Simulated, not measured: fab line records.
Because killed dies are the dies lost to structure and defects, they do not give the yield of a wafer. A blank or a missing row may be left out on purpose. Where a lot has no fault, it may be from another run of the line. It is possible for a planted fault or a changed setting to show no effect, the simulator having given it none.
Matching of chambers | flow nand-harc | NHARC_A_STAIRCASE_DESCUM_270 on rie-diel-07: 4 sister chambers
The step chemistry O2, time 3 s. 18 wafers are shown with their chamber, then 9 later ones without.

EACH WAFER AND ITS CHAMBER
wafer  | chamber | drypump-motor-current-A (A) | showerhead-plenum-p-Torr (Torr) | oes-product-au (a.u.)
L077.1 | 2       | 5.9                         | 1.86                            | 1.015
L077.3 | 3       | 5.7                         | 1.77                            | 1.001
L077.4 | 1       | 6.6                         | 2.00                            | 1.006
L078.1 | 3       | 5.6                         | 1.77                            | 1.006
L078.2 | 2       | 5.9                         | 1.86                            | 1.020
L078.5 | 1       | 6.6                         | 1.99                            | 1.007
L082.1 | 2       | 5.9                         | 1.86                            | 1.012
L082.2 | 3       | 5.7                         | 1.77                            | 1.008
L082.5 | 2       | 5.9                         | 1.86                            | 1.025
L086.3 | 3       | 5.7                         | 2.07                            | 0.994
L086.5 | 1       | 6.5                         | 1.98                            | 0.991
L086.6 | 2       | 5.9                         | 1.85                            | 1.016
L087.2 | 1       | 6.6                         | 1.98                            | 1.016
L087.3 | 3       | 5.6                         | 2.07                            | 1.013
L087.4 | 2       | 5.9                         | 1.85                            | 1.020
L089.3 | 0       | 5.7                         | 1.84                            | 1.007
L089.4 | 2       | 5.8                         | 1.85                            | 1.010
L089.5 | 3       | 5.7                         | 2.07                            | 0.998

SIGNATURES (means of the wafers above)
reading                  | chamber 0 | chamber 1 | chamber 2 | chamber 3 | scatter within a chamber
drypump-motor-current-A  | 5.700     | 6.575     | 5.886     | 5.667     | 0.0458
showerhead-plenum-p-Torr | 1.8400    | 1.9875    | 1.8557    | 1.9200    | 0.0984
oes-product-au           | 1.00700   | 1.00500   | 1.01686   | 1.00333   | 0.0072
Rule: for each reading, subtract the chamber's mean from the wafer's reading, divide by that reading's scatter and square the result; add these up over the readings and take the root, which gives the wafer's distance from the chamber. If the next closest chamber is less than 2 further off than the closest, the wafer can't be placed; otherwise it belongs to the closest. How the scatter is found: for the shown wafers, subtract from each reading the mean of its chamber, square and add these, divide the total by (wafers less chambers), then take the root.

WAFERS WHOSE CHAMBER IS MISSING
wafer  | drypump-motor-current-A (A) | showerhead-plenum-p-Torr (Torr) | oes-product-au (a.u.)
L092.1 | 5.7                         | 2.07                            | 1.005
L092.3 | 5.9                         | 1.85                            | 1.018
L092.6 | 5.7                         | 2.07                            | 1.004
L097.1 | 5.9                         | 1.84                            | 1.016
L097.2 | 5.7                         | 1.83                            | 1.011
L097.6 | 5.6                         | 2.06                            | 1.005
L097.3 | 6.6                         | 1.97                            | 1.005
L097.4 | 5.6                         | 2.06                            | 1.012
L097.5 | 5.9                         | 1.84                            | 1.013

CHAMBER TAKEN BY EACH
wafer  | from the rows above     | in truth
L092.1 | can't be placed: 3 or 0 | 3
L092.3 | 2                       | 2
L092.6 | can't be placed: 3 or 0 | 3
L097.1 | 2                       | 2
L097.2 | can't be placed: 0 or 3 | 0
L097.6 | can't be placed: 3 or 0 | 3
L097.3 | 1                       | 1
L097.4 | can't be placed: 3 or 0 | 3
L097.5 | 2                       | 2
4 of 9 placed correctly. Can't be placed from these rows: 5 (the true chamber is among the candidates in 5). 0 placed wrongly.
